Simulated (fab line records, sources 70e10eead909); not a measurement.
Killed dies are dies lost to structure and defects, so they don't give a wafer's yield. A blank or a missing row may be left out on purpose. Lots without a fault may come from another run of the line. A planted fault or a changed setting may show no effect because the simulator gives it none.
Which tool did it? | flow nand_harc | 11 lots, 33 wafers sampled, at 5 steps of a route of 1302

WHAT THE GAUGES READ, wafer by wafer
NHARC_END_SORT_01.
lot  | measured     | on        | killed_at_array
L153 | day 32 08:52 | prober-01 | 671 676 673
L154 | day 33 02:47 | prober-01 | 673 670 673

WHICH TOOL RAN EACH LOT (tool, then ch and the chambers of the sampled wafers, then the start)
lot  | NHARC_A_CONTACT_DEP_85          | NHARC_A_CONTACT_DESCUM_13          | NHARC_A_CONTACT_ETCH_136             | NHARC_A_CONTACT_ETCH_98
L134 | pecvd-03 ch 0,1,2, day 22 15:46 | rie_diel-12 ch 2,3, day 22 16:35   | har_cap_etch-02 ch 0,1, day 22 18:54 | rie_diel-12 ch 1,3, day 22 20:23
L137 | pecvd-03 ch 0,1,2, day 22 23:08 | rie_diel-12 ch 0,1, day 23 00:03   | har_cap_etch-02 ch 0,1, day 23 02:33 | rie_diel-10 ch 0,1,2, no start
L135 | pecvd-03 ch 1,2, day 23 00:12   | rie_diel-12 ch 1,3, day 23 01:05   | har_cap_etch-03 ch 0,1, day 23 03:43 | rie_diel-12 ch 0,3, day 23 05:36
L142 | pecvd-02 ch 1,2, day 26 06:52   | rie_diel-10 ch 0,1,2, day 26 07:37 | har_cap_etch-01 ch 0,1, day 26 09:34 | rie_diel-13 ch 2,3, no start
L144 | pecvd-01 ch 0,1,2, day 26 16:10 | rie_diel-12 ch 0,3, day 26 17:05   | har_cap_etch-03 ch 0,1, day 26 18:41 | rie_diel-10 ch 0,1, no start
L148 | pecvd-03 ch 2, day 27 22:24     | rie_diel-10 ch 1,2,3, day 27 23:14 | har_cap_etch-01 ch 0, day 28 00:52   | rie_diel-12 ch 0,2, no start
L153 | pecvd-01 ch 1,2, day 30 05:25   | rie_diel-12 ch 0,2, day 30 06:35   | har_cap_etch-03 ch 0,1, day 30 08:12 | rie_diel-13 ch 0,1,2, day 32 08:52 or earlier
L155 | pecvd-03 ch 1,2, day 30 19:46   | rie_diel-10 ch 1,3, day 30 20:33   | har_cap_etch-03 ch 0,1, day 30 22:30 | rie_diel-12 ch 1,3, no start
L154 | pecvd-03 ch 0,2, day 30 20:48   | rie_diel-12 ch 0,1,3, day 30 21:35 | har_cap_etch-02 ch 0,1, day 30 23:23 | rie_diel-10 ch 1,2,3, day 33 02:47 or earlier
L157 | pecvd-02 ch 0,1,2, day 32 07:01 | rie_diel-12 ch 2,3, day 32 07:47   | har_cap_etch-02 ch 0,1, day 32 09:26 | rie_diel-12 ch 1,3, no start
L156 | pecvd-03 ch 0,1, day 32 07:49   | rie_diel-10 ch 0,1,2, day 32 08:41 | har_cap_etch-01 ch 0,1, day 32 11:55 | rie_diel-13 ch 0,2,3, no start
- NHARC_A_CONTACT_DEP_85: deposits SiON, target thk 60 nm.
- NHARC_A_CONTACT_DESCUM_13: chemistry O2, time 3 s.
- NHARC_A_CONTACT_ETCH_136: etches the open film in C4F8/O2/Ar, time 311 s, target depth 1912 nm.
- NHARC_A_CONTACT_ETCH_98: etches the open film in C4F6/O2, target depth 20 nm, time 10 s.

THE ANSWER, worked out from the rows above alone
Rule: what is usual is taken from the lots themselves. Put in order of their means at a reading, lots are off if they are a third of the lots or fewer, leave a main group of 4 or more, and stand apart from it by a gap of 3 or more times the standard deviation of the main group's means; of several such gaps the widest counts. A main group whose means are all the same, to the digits that the tables above print for the reading, isn't used. A lot without any number at a reading at which 4 lots or more have one is off too. The other lots that the step has rows for count as sound.
No lot is off at any reading shown: from this, nothing can be told.

WHAT THE SIMULATOR HAD PUT IN
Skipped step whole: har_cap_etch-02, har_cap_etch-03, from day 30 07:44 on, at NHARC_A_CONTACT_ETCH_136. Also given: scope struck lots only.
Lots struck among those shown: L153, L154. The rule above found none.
